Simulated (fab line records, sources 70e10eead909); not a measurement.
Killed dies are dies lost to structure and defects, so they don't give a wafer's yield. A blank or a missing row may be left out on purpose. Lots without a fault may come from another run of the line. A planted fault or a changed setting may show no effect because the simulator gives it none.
Which tool did it? | flow nand_harc | 6 lots, 18 wafers sampled, at 1 step of a route of 1302

WHAT THE GAUGES READ, wafer by wafer
NHARC_P_M2_OVL_MEAS_10: pitch 340 nm.
lot  | measured     | on         | overlay_x_nm (nm)
L729 | day 6 20:23  | overlay-02 | 0.2 0.0 -0.4
L731 | day 7 23:00  | overlay-02 | -1.0 -0.8 -0.9
L734 | day 9 01:34  | overlay-02 | 1.2 1.3 1.4
L736 | day 9 20:41  | overlay-02 | 0.4 0.8 0.9
L743 | day 12 09:55 | overlay-02 | 0.7 0.3 1.0
L751 | day 16 07:11 | overlay-02 | -0.8 -0.7 -1.2

WHICH TOOL RAN EACH LOT (tool, then ch and the chambers of the sampled wafers, then the start)
The record holds no process step before these readings.

THE ANSWER, worked out from the rows above alone
Rule: what is usual is taken from the lots themselves. Put in order of their means at a reading, lots are off if they are a third of the lots or fewer, leave a main group of 4 or more, and stand apart from it by a gap of 3 or more times the standard deviation of the main group's means; of several such gaps the widest counts. A main group whose means are all the same, to the digits that the tables above print for the reading, isn't used. A lot without any number at a reading at which 4 lots or more have one is off too. The other lots that the step has rows for count as sound.
No lot is off at any reading shown: from this, nothing can be told.

WHAT THE SIMULATOR HAD PUT IN
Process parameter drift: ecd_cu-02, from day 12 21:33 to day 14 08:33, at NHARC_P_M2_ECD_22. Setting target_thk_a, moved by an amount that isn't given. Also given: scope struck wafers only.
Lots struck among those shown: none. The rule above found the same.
